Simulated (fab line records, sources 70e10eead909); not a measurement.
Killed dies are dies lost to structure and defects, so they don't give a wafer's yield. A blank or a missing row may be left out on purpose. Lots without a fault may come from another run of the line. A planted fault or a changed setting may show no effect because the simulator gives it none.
fab line records | flow nand_harc
record lots=5 wafers=15 last_day=23
route steps=1159 shown P_GATE@162
lots that met no fault: from a run of the same line without faults
start_h: hours from the record's first day to the start of the lot's first wafer shown | wait_h: hours since the lot's step before | " the same as in the row above | L1.1+2: a row that stands for several wafers | - no value, or no start given | * or withheld: withheld | < > ~ a bound
route shown NAME@n: a module of which the file shows steps, and the number in the route of the first | usual: mean/standard deviation of fault-free wafers | same: alike in all rows | chamber/n: place in a boat | sites: the reading at each site | _std_site: their standard deviation | _edge_site: outer sites' mean less inner sites' | radius_mm: how far each site lies from the wafer's centre | mask NAME#n: copy n | behind: the tool/chamber that last shaped the wafer | hold: why the lot was held/for how many hours/how that ended | device: the transistor (n, p or np) that didn't switch | end of line: the same wafers' tests at the end of the route | a step without rows: its recipe alone | killed: dies lost to structure and defects at the first sort, not the wafer's yield | map: a wafer's dies, x killed, . not, _ none there
set.NAME: the setting as run; set.NAME@STEP: as run at that earlier step | model.NAME: the simulator's own value behind a step, which no gauge read
lots at some steps of the route; a table a step, a row a wafer
services: from which hour (start_h, from the record's first day; less than 0 if before it) a tool's chamber was out of use, for how many hours, and why
## steps
# step NHARC_P_GATE_DEHYDRATE_38
# recipe temp_c=150 time_s=120
# columns lot.wafer tool chamber start_h wait_h
L074.3+4+6 litho_track-07 0 105.00 -
L077.2+4+5 litho_track-02 0 120.86 -
L079.2+3+5 litho_track-05 0 125.93 -
L089.2+4+5 litho_track-02 0 192.00 -
L091.2+5+6 litho_track-05 0 205.40 -
# step NHARC_P_GATE_HMDS_39
# recipe time_s=30
# columns lot.wafer tool chamber start_h wait_h
L074.3+4+6 litho_track-07 0 - -
L077.2+4+5 litho_track-02 0 - -
L079.2+3+5 litho_track-05 0 - -
L089.2+4+5 litho_track-02 0 - -
L091.2+5+6 litho_track-05 0 - -
# step NHARC_P_GATE_COAT_40
# recipe spin_rpm=3000
# usual spin_speed_rpm=2999.6/1.9
# columns lot.wafer tool chamber start_h wait_h spin_speed_rpm
L074.3 litho_track-07 0 - - 2998.3
L074.4 " 0 " " 3004.3
L074.6 " 0 " " 3005.4
L077.2 litho_track-02 0 - - 2996.1
L077.4 " 0 " " 3001.1
L077.5 " 0 " " 2996.5
L079.2 litho_track-05 0 - - 2998.7
L079.3 " 0 " " 2996.8
L079.5 " 0 " " 3001.5
L089.2 litho_track-02 0 - - 3001.0
L089.4 " 0 " " 2999.5
L089.5 " 0 " " 2998.2
L091.2 litho_track-05 0 - - 2998.3
L091.5 " 0 " " 2999.1
L091.6 " 0 " " 2999.6
# step NHARC_P_GATE_SOFTBAKE_41
# recipe temp_c=122 time_s=95
# columns lot.wafer tool chamber start_h wait_h
L074.3+4+6 litho_track-07 0 - -
L077.2+4+5 litho_track-02 0 - -
L079.2+3+5 litho_track-05 0 - -
L089.2+4+5 litho_track-02 0 - -
L091.2+5+6 litho_track-05 0 - -
# step NHARC_P_GATE_EBR_42
# columns lot.wafer tool chamber start_h wait_h
L074.3+4+6 litho_track-07 0 - -
L077.2+4+5 litho_track-02 0 - -
L079.2+3+5 litho_track-05 0 - -
L089.2+4+5 litho_track-02 0 - -
L091.2+5+6 litho_track-05 0 - -
# step NHARC_P_GATE_EXPOSE_43
# recipe na=0.6 target_cd_nm=720 dose_mj=14.81 mask_id=P_NSD
# same na=0.6
# columns lot.wafer tool chamber start_h wait_h mask
L074.3+4+6 krf_scanner-02 0 105.28 - P_NSD#0
L077.2+4+5 krf_scanner-03 0 121.14 - P_NSD#0
L079.2+3+5 krf_scanner-03 0 126.08 - P_NSD#0
L089.2+4+5 krf_scanner-04 0 192.28 - P_NSD#0
L091.2+5+6 krf_scanner-04 0 205.55 - P_NSD#0
# step NHARC_P_GATE_PEB_44
# recipe peb_temp_c=118 peb_time_s=85
# columns lot.wafer tool chamber start_h wait_h
L074.3+4+6 litho_track-05 0 105.34 0.1
L077.2+4+5 litho_track-05 0 121.20 0.1
L079.2+3+5 litho_track-05 0 126.14 0.1
L089.2+4+5 litho_track-02 0 192.35 0.1
L091.2+5+6 litho_track-05 0 205.61 0.1
# step NHARC_P_GATE_DEVELOP_45
# recipe time_s=70
# columns lot.wafer tool chamber start_h wait_h
L074.3+4+6 litho_track-05 0 - -
L077.2+4+5 litho_track-05 0 - -
L079.2+3+5 litho_track-05 0 - -
L089.2+4+5 litho_track-02 0 - -
L091.2+5+6 litho_track-05 0 - -
# step NHARC_P_GATE_CD_MEAS_46
# recipe target_cd_nm=720 landing_energy_ev=500
# usual cd_nm=720.5/1.9
# columns lot.wafer tool chamber start_h wait_h cd_nm
L074.3 cd_sem-01 0 105.43 - 716.8
L074.4 " 0 " " 720.8
L074.6 " 0 " " 718.5
L077.2 cd_sem-03 0 121.29 - 721.3
L077.4 " 0 " " 722.1
L077.5 " 0 " " 720.0
L079.2 cd_sem-01 0 126.23 - 719.7
L079.3 " 0 " " 719.3
L079.5 " 0 " " 720.9
L089.2 cd_sem-02 0 192.44 - 717.6
L089.4 " 0 " " 717.0
L089.5 " 0 " " 715.8
L091.2 cd_sem-02 0 205.70 - 721.5
L091.5 " 0 " " 719.2
L091.6 " 0 " " 718.7
# step NHARC_P_GATE_HARDBAKE_47
# recipe temp_c=125 time_s=80
# columns lot.wafer tool chamber start_h wait_h
L074.3+4+6 litho_track-02 0 105.51 -
L077.2+4+5 litho_track-05 0 121.37 -
L079.2+3+5 litho_track-07 0 126.31 -
L089.2+4+5 litho_track-02 0 192.52 -
L091.2+5+6 litho_track-02 0 205.78 -
# step NHARC_P_GATE_DESCUM_48
# recipe time_s=3 o2_flow_sccm=200 ar_flow_sccm=0 bias_power_w=0 chemistry=O2
# usual chamber_pressure_mTorr=60.00/0.054 drypump_motor_current_A=5.6/0.36 oes_product_au=0.995/0.0097 rf_vpp_V=58.1/0.86 showerhead_plenum_p_Torr=1.95/0.049 throttle_valve_pct=11.311/0.0091
# columns lot.wafer tool chamber start_h wait_h chamber_pressure_mTorr drypump_motor_current_A oes_product_au rf_hours_counter_h rf_vpp_V showerhead_plenum_p_Torr throttle_valve_pct
L074.3 rie_diel-02 1 105.60 - 60.05 5.5 0.993 22 58.5 2.01 11.313
L074.6 " 0 " " 60.05 5.5 0.999 - 57.3 1.93 11.300
L074.4 " 2 " " 59.99 6.1 0.997 - 57.5 1.88 11.302
L077.2 rie_diel-08 0 121.45 - 60.03 5.2 1.013 60 57.6 1.90 11.325
L077.4 " 3 " " 59.97 6.1 0.995 61 56.8 2.01 11.298
L077.5 " 0 " " 59.99 5.2 1.013 - 59.0 1.90 11.328
L079.3 rie_diel-02 0 126.39 - 60.04 5.4 1.000 27 59.2 1.93 11.318
L079.2 " 3 " " 60.04 5.1 0.990 24 57.3 1.97 11.302
L079.5 " 1 " " 59.95 5.5 1.001 - 56.7 2.01 11.326
L089.4 rie_diel-02 3 192.61 - 60.08 5.1 1.004 5 57.8 1.97 11.286
L089.2 " 1 " " 59.92 5.5 1.000 5 59.8 2.01 11.317
L089.5 " 3 " " 59.92 5.1 1.005 - 58.2 1.97 11.311
L091.2 rie_diel-02 2 205.87 - 59.98 6.2 0.983 8 57.8 1.88 11.326
L091.6 " 2 " " 60.12 6.2 0.982 - 59.4 1.88 11.316
L091.5 " 3 " " 60.03 5.1 0.999 - 58.3 1.97 11.309
# step NHARC_P_GATE_IMPLANT_49
# recipe energy_kev=30 dose_cm2=3e+15 tilt_deg=7
# usual faraday_current_uA=13265/1300
# columns lot.wafer tool chamber start_h wait_h faraday_current_uA
L074.3 implanter-02 0 105.82 0.2 14589
L074.4 " 0 " " 13928
L074.6 " 0 " " 14268
L077.2 implanter-01 0 121.63 0.2 11479
L077.4 " 0 " " 11728
L077.5 " 0 " " 11506
L079.2 implanter-01 0 126.57 0.1 11997
L079.3 " 0 " " 11488
L079.5 " 0 " " 11835
L089.2 implanter-01 0 192.77 0.1 11815
L089.4 " 0 " " 11835
L089.5 " 0 " " 11750
L091.2 implanter-02 0 206.06 0.2 13863
L091.5 " 0 " " 14185
L091.6 " 0 " " 14470
# step NHARC_P_GATE_STRIP_111
# recipe power_w=1500 temp_c=110 time_s=250 chemistry=N2/H2
# usual drypump_motor_current_A=5.67/0.22 heater_power_w=87/11
# columns lot.wafer tool chamber start_h wait_h drypump_motor_current_A heater_power_w rf_hours_counter_h
L074.3 plasma_asher-02 0 106.08 0.2 5.93 65 -
L074.4 " 1 " " 5.89 89 -
L074.6 " 1 " " 5.88 89 -
L077.2 plasma_asher-02 0 121.87 0.2 5.93 66 35
L077.4 " 0 " " 5.93 65 -
L077.5 " 0 " " 5.94 65 -
L079.2 plasma_asher-01 0 126.81 0.2 5.72 99 7
L079.3 " 0 " " 5.69 99 -
L079.5 " 1 " " 5.38 86 -
L089.2 plasma_asher-02 1 193.02 0.2 5.88 89 0
L089.4 " 0 " " 5.95 66 -
L089.5 " 1 " " 5.89 89 -
L091.2 plasma_asher-01 0 206.25 0.2 5.71 96 37
L091.6 " 0 " " 5.66 98 -
L091.5 " 1 " " 5.36 86 -
# step NHARC_P_GATE_STRIP_75
# recipe power_w=1500 temp_c=250 chemistry=O2
# usual drypump_motor_current_A=5.67/0.22 heater_power_w=325/42
# columns lot.wafer tool chamber start_h wait_h drypump_motor_current_A heater_power_w rf_hours_counter_h
L074.3 plasma_asher-02 0 106.30 0.2 5.93 239 -
L074.4 " 1 " " 5.87 338 -
L074.6 " 1 " " 5.90 333 -
L077.2 plasma_asher-02 0 122.13 0.2 5.93 237 35
L077.4 " 0 " " 5.92 240 -
L077.5 " 0 " " 5.95 243 -
L079.2 plasma_asher-01 0 127.07 0.2 5.68 366 8
L079.3 " 0 " " 5.76 370 -
L079.5 " 1 " " 5.39 313 -
L089.2 plasma_asher-02 1 193.28 0.2 5.88 330 1
L089.4 " 0 " " 5.94 251 -
L089.5 " 1 " " 5.88 333 -
L091.2 plasma_asher-01 0 206.55 0.3 5.65 366 37
L091.6 " 0 " " 5.65 369 -
L091.5 " 1 " " 5.35 326 -
# step NHARC_P_GATE_STRIP_50
# recipe time_s=900 temp_c=130 chemistry=SPM
# columns lot.wafer tool chamber start_h wait_h
L074.4+6+3 wet_bench-01 3,5,6 106.43 0.1
L077.4+5+2 wet_bench-02 7,1,3 122.28 0.1
L079.3+5+2 wet_bench-09 1,4,5 127.22 0.1
L089.2+5+4 wet_bench-09 5,7,2 193.42 0.1
L091.5+2+6 wet_bench-01 5,6,0 206.71 0.1
# step NHARC_P_GATE_DEHYDRATE_51
# recipe temp_c=150 time_s=120
# columns lot.wafer tool chamber start_h wait_h
L074.3+4+6 litho_track-07 0 106.78 -
L077.2+4+5 litho_track-07 0 122.62 -
L079.2+3+5 litho_track-07 0 127.56 -
L089.2+4+5 litho_track-05 0 193.77 -
L091.2+5+6 litho_track-02 0 207.07 -
# step NHARC_P_GATE_HMDS_52
# recipe time_s=30
# columns lot.wafer tool chamber start_h wait_h
L074.3+4+6 litho_track-07 0 - -
L077.2+4+5 litho_track-07 0 - -
L079.2+3+5 litho_track-07 0 - -
L089.2+4+5 litho_track-05 0 - -
L091.2+5+6 litho_track-02 0 - -
# step NHARC_P_GATE_COAT_53
# recipe spin_rpm=3000
# usual spin_speed_rpm=3000.1/1.6
# columns lot.wafer tool chamber start_h wait_h spin_speed_rpm
L074.3 litho_track-07 0 - - 2998.1
L074.4 " 0 " " 2998.6
L074.6 " 0 " " 2997.4
L077.2 litho_track-07 0 - - 2999.2
L077.4 " 0 " " 3002.6
L077.5 " 0 " " 2999.0
L079.2 litho_track-07 0 - - 3002.4
L079.3 " 0 " " 3000.4
L079.5 " 0 " " 3001.9
L089.2 litho_track-05 0 - - 3000.3
L089.4 " 0 " " 2998.8
L089.5 " 0 " " 2999.9
L091.2 litho_track-02 0 - - 3001.1
L091.5 " 0 " " 3000.5
L091.6 " 0 " " 2998.9
# step NHARC_P_GATE_SOFTBAKE_54
# recipe temp_c=122 time_s=95
# columns lot.wafer tool chamber start_h wait_h
L074.3+4+6 litho_track-07 0 - -
L077.2+4+5 litho_track-07 0 - -
L079.2+3+5 litho_track-07 0 - -
L089.2+4+5 litho_track-05 0 - -
L091.2+5+6 litho_track-02 0 - -
# step NHARC_P_GATE_EBR_55
# columns lot.wafer tool chamber start_h wait_h
L074.3+4+6 litho_track-07 0 - -
L077.2+4+5 litho_track-07 0 - -
L079.2+3+5 litho_track-07 0 - -
L089.2+4+5 litho_track-05 0 - -
L091.2+5+6 litho_track-02 0 - -
# step NHARC_P_GATE_EXPOSE_56
# recipe na=0.6 target_cd_nm=720 dose_mj=14.81 mask_id=P_PSD
# same na=0.6
# columns lot.wafer tool chamber start_h wait_h mask
L074.3+4+6 krf_scanner-04 0 106.93 - P_PSD#0
L077.2+4+5 krf_scanner-02 0 122.77 - P_PSD#0
L079.2+3+5 krf_scanner-03 0 127.84 - P_PSD#0
L089.2+4+5 krf_scanner-02 0 194.05 - P_PSD#0
L091.2+5+6 krf_scanner-02 0 207.22 - P_PSD#0
# step NHARC_P_GATE_PEB_57
# recipe peb_temp_c=118 peb_time_s=85
# columns lot.wafer tool chamber start_h wait_h
L074.3+4+6 litho_track-02 0 106.99 0.1
L077.2+4+5 litho_track-05 0 122.83 0.1
L079.2+3+5 litho_track-05 0 127.90 0.1
L089.2+4+5 litho_track-02 0 194.11 0.1
L091.2+5+6 litho_track-05 0 207.28 0.1
# step NHARC_P_GATE_DEVELOP_58
# recipe time_s=70
# columns lot.wafer tool chamber start_h wait_h
L074.3+4+6 litho_track-02 0 - -
L077.2+4+5 litho_track-05 0 - -
L079.2+3+5 litho_track-05 0 - -
L089.2+4+5 litho_track-02 0 - -
L091.2+5+6 litho_track-05 0 - -
# step NHARC_P_GATE_CD_MEAS_59
# recipe target_cd_nm=720 landing_energy_ev=500
# usual cd_nm=719.5/2
# columns lot.wafer tool chamber start_h wait_h cd_nm
L074.3 cd_sem-01 0 107.08 - 719.6
L074.4 " 0 " " 719.2
L074.6 " 0 " " 719.7
L077.2 cd_sem-01 0 122.92 - 719.5
L077.4 " 0 " " 723.3
L077.5 " 0 " " 723.7
L079.2 cd_sem-01 0 127.99 - 717.7
L079.3 " 0 " " 718.0
L079.5 " 0 " " 720.3
L089.2 cd_sem-01 0 194.20 - 717.4
L089.4 " 0 " " 717.6
L089.5 " 0 " " 718.3
L091.2 cd_sem-02 0 207.37 - 721.9
L091.5 " 0 " " 721.9
L091.6 " 0 " " 719.9
# step NHARC_P_GATE_HARDBAKE_60
# recipe temp_c=125 time_s=80
# columns lot.wafer tool chamber start_h wait_h
L074.3+4+6 litho_track-05 0 107.16 -
L077.2+4+5 litho_track-05 0 123.00 -
L079.2+3+5 litho_track-07 0 128.07 -
L089.2+4+5 litho_track-05 0 194.28 -
L091.2+5+6 litho_track-05 0 207.45 -
# step NHARC_P_GATE_DESCUM_61
# recipe time_s=3 o2_flow_sccm=200 ar_flow_sccm=0 bias_power_w=0 chemistry=O2
# usual chamber_pressure_mTorr=60.01/0.054 drypump_motor_current_A=5.7/0.36 oes_product_au=0.999/0.012 rf_vpp_V=57.9/0.89 showerhead_plenum_p_Torr=1.97/0.056 throttle_valve_pct=11.311/0.0098
# columns lot.wafer tool chamber start_h wait_h chamber_pressure_mTorr drypump_motor_current_A oes_product_au rf_hours_counter_h rf_vpp_V showerhead_plenum_p_Torr throttle_valve_pct
L074.4 rie_diel-04 0 107.24 - 60.00 5.6 0.988 59 57.5 1.96 11.286
L074.3 " 3 " " 60.06 5.8 1.015 58 58.4 1.92 11.326
L074.6 " 0 " " 59.94 5.6 0.994 - 56.6 1.96 11.314
L077.4 rie_diel-08 3 123.08 - 60.00 6.2 1.001 62 58.3 2.01 11.313
L077.2 " 0 " " 59.91 5.2 1.019 61 56.7 1.90 11.308
L077.5 " 3 " " 60.04 6.2 1.002 - 57.9 2.01 11.300
L079.3 rie_diel-02 1 128.15 - 59.95 5.5 0.992 27 58.1 2.01 11.314
L079.2 " 2 " " 60.07 6.1 0.969 28 57.2 1.88 11.312
L079.5 " 1 " " 59.94 5.5 0.990 - 57.6 2.01 11.318
L089.2 rie_diel-02 1 194.41 - 60.03 5.5 1.019 6 58.2 2.01 11.304
L089.4 " 3 " " 59.96 5.1 1.006 6 58.7 1.97 11.319
L089.5 " 2 " " 60.00 6.2 1.000 - 56.1 1.88 11.301
L091.2 rie_diel-04 1 207.56 - 60.04 5.6 1.008 36 57.3 1.98 11.319
L091.6 " 2 " " 59.99 6.1 0.985 - 56.8 1.93 11.321
L091.5 " 3 " " 60.06 5.8 1.007 - 57.2 1.91 11.297
# step NHARC_P_GATE_IMPLANT_62
# recipe energy_kev=20 dose_cm2=3e+15 tilt_deg=7
# usual faraday_current_uA=13120/1300
# columns lot.wafer tool chamber start_h wait_h faraday_current_uA
L074.3 implanter-02 0 107.45 0.2 14253
L074.4 " 0 " " 14410
L074.6 " 0 " " 14351
L077.2 implanter-02 0 123.26 0.2 14219
L077.4 " 0 " " 15073
L077.5 " 0 " " 14646
L079.2 implanter-01 0 128.33 0.2 11563
L079.3 " 0 " " 11824
L079.5 " 0 " " 11682
L089.2 implanter-01 0 194.60 0.2 11744
L089.4 " 0 " " 11911
L089.5 " 0 " " 11725
L091.2 implanter-02 0 207.71 0.1 14445
L091.5 " 0 " " 14597
L091.6 " 0 " " 14228
# step NHARC_P_GATE_STRIP_112
# recipe power_w=1500 temp_c=110 time_s=200 chemistry=N2/H2
# usual drypump_motor_current_A=5.71/0.22 heater_power_w=85/12
# columns lot.wafer tool chamber start_h wait_h drypump_motor_current_A heater_power_w rf_hours_counter_h
L074.3 plasma_asher-02 1 108.22 0.7 5.89 87 -
L074.4 " 0 " " 5.93 64 -
L074.6 " 1 " " 5.84 88 -
L077.2 plasma_asher-02 0 123.49 0.2 5.91 64 36
L077.4 " 1 " " 5.87 90 -
L077.5 " 1 " " 5.89 89 -
L079.2 plasma_asher-01 0 128.56 0.2 5.68 97 8
L079.3 " 1 " " 5.36 89 -
L079.5 " 0 " " 5.70 98 -
L089.2 plasma_asher-02 0 194.79 0.2 5.92 68 1
L089.4 " 1 " " 5.85 88 -
L089.5 " 1 " " 5.88 89 -
L091.2 plasma_asher-01 0 207.94 0.2 5.68 99 38
L091.5 " 1 " " 5.39 86 -
L091.6 " 0 " " 5.68 102 -
# step NHARC_P_GATE_STRIP_76
# recipe power_w=1500 temp_c=250 chemistry=O2
# usual drypump_motor_current_A=5.70/0.22 heater_power_w=320/45
# columns lot.wafer tool chamber start_h wait_h drypump_motor_current_A heater_power_w rf_hours_counter_h
L074.3 plasma_asher-02 1 108.42 0.2 5.87 332 -
L074.4 " 0 " " 5.93 248 -
L074.6 " 1 " " 5.87 342 -
L077.2 plasma_asher-02 0 123.72 0.2 5.93 241 36
L077.4 " 1 " " 5.85 337 -
L077.5 " 1 " " 5.89 331 -
L079.2 plasma_asher-01 0 128.79 0.2 5.66 360 8
L079.3 " 1 " " 5.40 315 -
L079.5 " 0 " " 5.68 370 -
L089.2 plasma_asher-02 0 195.04 0.2 5.94 254 1
L089.4 " 1 " " 5.90 335 -
L089.5 " 1 " " 5.91 323 -
L091.2 plasma_asher-01 0 208.17 0.2 5.62 355 38
L091.5 " 1 " " 5.38 323 -
L091.6 " 0 " " 5.67 375 -
# step NHARC_P_GATE_STRIP_63
# recipe time_s=900 temp_c=130 chemistry=SPM
# columns lot.wafer tool chamber start_h wait_h
L074.3+4+6 wet_bench-01 6,1,2 108.55 0.1
L077.2+4+5 wet_bench-01 4,5,6 123.85 0.1
L079.2+5+3 wet_bench-02 7,0,2 128.92 0.1
L089.4+2+5 wet_bench-09 7,0,1 195.21 0.1
L091.6+5+2 wet_bench-02 4,6,7 208.32 0.1
# step NHARC_P_GATE_DEHYDRATE_83
# recipe temp_c=150 time_s=120
# columns lot.wafer tool chamber start_h wait_h
L074.3+4+6 litho_track-02 0 108.89 -
L077.2+4+5 litho_track-02 0 124.20 -
L079.2+3+5 litho_track-05 0 129.27 -
L089.2+4+5 litho_track-02 0 195.54 -
L091.2+5+6 litho_track-07 0 208.65 -
# step NHARC_P_GATE_HMDS_84
# recipe time_s=30
# columns lot.wafer tool chamber start_h wait_h
L074.3+4+6 litho_track-02 0 - -
L077.2+4+5 litho_track-02 0 - -
L079.2+3+5 litho_track-05 0 - -
L089.2+4+5 litho_track-02 0 - -
L091.2+5+6 litho_track-07 0 - -
# step NHARC_P_GATE_COAT_85
# recipe spin_rpm=3000
# usual spin_speed_rpm=3000.1/1.9
# columns lot.wafer tool chamber start_h wait_h spin_speed_rpm
L074.3 litho_track-02 0 - - 3001.8
L074.4 " 0 " " 2997.5
L074.6 " 0 " " 3000.3
L077.2 litho_track-02 0 - - 2999.7
L077.4 " 0 " " 2999.0
L077.5 " 0 " " 2997.5
L079.2 litho_track-05 0 - - 2997.4
L079.3 " 0 " " 2999.4
L079.5 " 0 " " 2998.8
L089.2 litho_track-02 0 - - 2998.2
L089.4 " 0 " " 2999.9
L089.5 " 0 " " 3001.4
L091.2 litho_track-07 0 - - 3001.9
L091.5 " 0 " " 2996.3
L091.6 " 0 " " 2997.6
# step NHARC_P_GATE_SOFTBAKE_86
# recipe temp_c=122 time_s=95
# columns lot.wafer tool chamber start_h wait_h
L074.3+4+6 litho_track-02 0 - -
L077.2+4+5 litho_track-02 0 - -
L079.2+3+5 litho_track-05 0 - -
L089.2+4+5 litho_track-02 0 - -
L091.2+5+6 litho_track-07 0 - -
# step NHARC_P_GATE_EBR_87
# columns lot.wafer tool chamber start_h wait_h
L074.3+4+6 litho_track-02 0 - -
L077.2+4+5 litho_track-02 0 - -
L079.2+3+5 litho_track-05 0 - -
L089.2+4+5 litho_track-02 0 - -
L091.2+5+6 litho_track-07 0 - -
# step NHARC_P_GATE_EXPOSE_88
# recipe na=0.6 target_cd_nm=2000 dose_mj=11.87 mask_id=P_HVN
# same na=0.6
# columns lot.wafer tool chamber start_h wait_h mask
L074.3+4+6 krf_scanner-02 0 109.17 - P_HVN#0
L077.2+4+5 krf_scanner-03 0 124.47 - P_HVN#0
L079.2+3+5 krf_scanner-03 0 129.42 - P_HVN#0
L089.2+4+5 krf_scanner-02 0 195.69 - P_HVN#0
L091.2+5+6 krf_scanner-03 0 208.81 - P_HVN#0
# step NHARC_P_GATE_PEB_89
# recipe peb_temp_c=118 peb_time_s=85
# columns lot.wafer tool chamber start_h wait_h
L074.3+4+6 litho_track-02 0 109.23 0.1
L077.2+4+5 litho_track-05 0 124.54 0.1
L079.2+3+5 litho_track-02 0 129.48 0.1
L089.2+4+5 litho_track-02 0 195.75 0.1
L091.2+5+6 litho_track-07 0 208.87 0.1
# step NHARC_P_GATE_DEVELOP_90
# recipe time_s=70
# columns lot.wafer tool chamber start_h wait_h
L074.3+4+6 litho_track-02 0 - -
L077.2+4+5 litho_track-05 0 - -
L079.2+3+5 litho_track-02 0 - -
L089.2+4+5 litho_track-02 0 - -
L091.2+5+6 litho_track-07 0 - -
# step NHARC_P_GATE_CD_MEAS_91
# recipe target_cd_nm=2000 landing_energy_ev=500
# usual cd_nm=2000.3/1.9
# columns lot.wafer tool chamber start_h wait_h cd_nm
L074.3 cd_sem-02 0 109.32 - 2002.6
L074.4 " 0 " " 2000.0
L074.6 " 0 " " 1999.4
L077.2 cd_sem-01 0 124.63 - 2000.4
L077.4 " 0 " " 1999.2
L077.5 " 0 " " 1999.4
L079.2 cd_sem-02 0 129.58 - 1999.0
L079.3 " 0 " " 2000.2
L079.5 " 0 " " 1998.9
L089.2 cd_sem-01 0 195.84 - 1996.2
L089.4 " 0 " " 2001.4
L089.5 " 0 " " 1999.8
L091.2 cd_sem-01 0 208.96 - 1998.5
L091.5 " 0 " " 1999.6
L091.6 " 0 " " 1998.4
# step NHARC_P_GATE_HARDBAKE_92
# recipe temp_c=125 time_s=80
# columns lot.wafer tool chamber start_h wait_h
L074.3+4+6 litho_track-07 0 109.40 -
L077.2+4+5 litho_track-02 0 124.71 -
L079.2+3+5 litho_track-07 0 129.66 -
L089.2+4+5 litho_track-02 0 195.92 -
L091.2+5+6 litho_track-02 0 209.04 -
# step NHARC_P_GATE_DESCUM_93
# recipe time_s=3 o2_flow_sccm=200 ar_flow_sccm=0 bias_power_w=0 chemistry=O2
# usual chamber_pressure_mTorr=60.00/0.06 drypump_motor_current_A=5.7/0.35 oes_product_au=0.999/0.012 rf_vpp_V=58.0/0.83 showerhead_plenum_p_Torr=1.96/0.052 throttle_valve_pct=11.312/0.0097
# columns lot.wafer tool chamber start_h wait_h chamber_pressure_mTorr drypump_motor_current_A oes_product_au rf_hours_counter_h rf_vpp_V showerhead_plenum_p_Torr throttle_valve_pct
L074.3 rie_diel-04 3 109.48 - 60.04 5.8 1.012 58 58.7 1.92 11.300
L074.4 " 1 " " 60.09 5.6 0.992 56 58.2 1.99 11.317
L074.6 " 3 " " 60.11 5.8 1.016 - 58.5 1.92 11.312
L077.2 rie_diel-02 2 124.80 - 60.01 6.2 0.982 28 57.4 1.88 11.314
L077.4 " 3 " " 60.08 5.1 0.993 24 57.4 1.97 11.305
L077.5 " 2 " " 59.88 6.2 0.987 - 59.2 1.88 11.327
L079.3 rie_diel-04 1 129.81 - 59.91 5.7 0.993 4 57.9 1.99 11.298
L079.2 " 2 " " 60.02 6.2 0.993 4 57.0 1.94 11.323
L079.5 " 3 " " 60.00 5.8 0.993 - 56.9 1.92 11.316
L089.2 rie_diel-08 2 196.01 - 60.04 5.5 0.993 24 56.5 2.03 11.317
L089.4 " 3 " " 59.99 6.2 0.999 22 57.3 2.00 11.318
L089.5 " 1 " " 59.93 5.7 0.997 - 58.6 2.04 11.310
L091.2 rie_diel-04 2 209.14 - 60.00 6.2 0.989 36 58.1 1.93 11.314
L091.6 " 0 " " 59.91 5.5 1.006 - 58.4 1.95 11.310
L091.5 " 1 " " 59.96 5.6 1.024 - 58.2 1.98 11.296
# step NHARC_P_GATE_IMPLANT_94
# recipe energy_kev=60 dose_cm2=2e+15 tilt_deg=7
# usual faraday_current_uA=12899/1300
# columns lot.wafer tool chamber start_h wait_h faraday_current_uA
L074.3 implanter-02 0 109.69 0.2 14596
L074.4 " 0 " " 14144
L074.6 " 0 " " 14785
L077.2 implanter-01 0 124.96 0.2 11702
L077.4 " 0 " " 11949
L077.5 " 0 " " 11842
L079.2 implanter-02 0 129.96 0.1 13957
L079.3 " 0 " " 14376
L079.5 " 0 " " 14130
L089.2 implanter-01 0 196.17 0.2 11776
L089.4 " 0 " " 11811
L089.5 " 0 " " 12276
L091.2 implanter-01 0 209.30 0.1 11648
L091.5 " 0 " " 11579
L091.6 " 0 " " 11968
# step NHARC_P_GATE_STRIP_113
# recipe power_w=1500 temp_c=110 time_s=740 chemistry=N2/H2
# usual drypump_motor_current_A=5.71/0.22 heater_power_w=85/12
# columns lot.wafer tool chamber start_h wait_h drypump_motor_current_A heater_power_w rf_hours_counter_h
L074.4 plasma_asher-01 0 110.09 0.3 5.68 100 -
L074.3 " 1 " " 5.40 87 -
L074.6 " 1 " " 5.38 85 -
L077.2 plasma_asher-01 0 125.15 0.2 5.63 99 6
L077.4 " 0 " " 5.65 100 -
L077.5 " 1 " " 5.37 88 -
L079.2 plasma_asher-01 1 130.16 0.2 5.37 86 9
L079.3 " 1 " " 5.36 86 -
L079.5 " 1 " " 5.38 87 -
L089.2 plasma_asher-02 0 196.37 0.2 5.93 68 2
L089.4 " 0 " " 5.95 69 -
L089.5 " 0 " " 5.94 69 -
L091.2 plasma_asher-02 1 209.49 0.2 5.87 88 7
L091.6 " 1 " " 5.89 87 -
L091.5 " 0 " " 5.94 67 -
# step NHARC_P_GATE_STRIP_95
# recipe power_w=1500 temp_c=250 chemistry=O2
# usual drypump_motor_current_A=5.72/0.22 heater_power_w=318/44
# columns lot.wafer tool chamber start_h wait_h drypump_motor_current_A heater_power_w rf_hours_counter_h
L074.4 plasma_asher-01 0 110.58 0.4 5.68 362 -
L074.3 " 1 " " 5.43 323 -
L074.6 " 1 " " 5.43 314 -
L077.2 plasma_asher-01 0 125.87 0.6 5.68 366 7
L077.4 " 0 " " 5.67 372 -
L077.5 " 1 " " 5.41 317 -
L079.2 plasma_asher-01 1 130.86 0.6 5.38 325 9
L079.3 " 1 " " 5.37 314 -
L079.5 " 1 " " 5.37 330 -
L089.2 plasma_asher-02 0 197.08 0.6 5.92 252 3
L089.4 " 0 " " 5.94 256 -
L089.5 " 0 " " 5.94 260 -
L091.2 plasma_asher-02 1 210.20 0.6 5.87 325 7
L091.6 " 1 " " 5.88 326 -
L091.5 " 0 " " 5.95 253 -
# step NHARC_P_GATE_STRIP_96
# recipe time_s=900 temp_c=130 chemistry=SPM
# columns lot.wafer tool chamber start_h wait_h
L074.4+3+6 wet_bench-01 0,2,3 110.78 0.2
L077.4+2+5 wet_bench-09 6,7,1 126.10 0.2
L079.5+3+2 wet_bench-01 4,6,7 131.08 0.2
L089.2+4+5 wet_bench-09 4,5,7 197.31 0.2
L091.2+5+6 wet_bench-09 2,4,7 210.42 0.2
## services
# columns tool chamber start_h hours kind
rie_diel-08 2 82.16 8.5 repair
implanter-02 - 85.00 13.0 pm
rie_diel-02 3 93.50 17.5 repair
krf_scanner-02 - 95.54 1.6 repair
plasma_asher-01 - 99.33 9.0 pm
rie_diel-04 - 111.92 9.0 pm
implanter-01 - 112.07 4.7 repair
wet_bench-09 - 112.82 8.0 pm
rie_diel-08 - 124.82 9.0 pm
wet_bench-01 - 134.02 7.9 repair
rie_diel-02 - 140.44 1.9 repair
krf_scanner-02 - 148.92 0.8 repair
rie_diel-02 - 150.83 9.0 pm
litho_track-02 - 165.00 7.0 pm
krf_scanner-03 - 168.00 4.0 pm
rie_diel-04 3 173.13 4.1 repair
implanter-01 - 173.54 5.8 repair
plasma_asher-02 - 183.04 9.0 pm
implanter-01 - 184.25 3.7 repair
rie_diel-04 2 185.68 6.1 repair
litho_track-07 - 189.00 7.0 pm
implanter-02 - 194.01 4.6 repair
krf_scanner-02 - 203.03 1.1 repair
krf_scanner-02 - 210.00 4.0 pm
## key
fault none
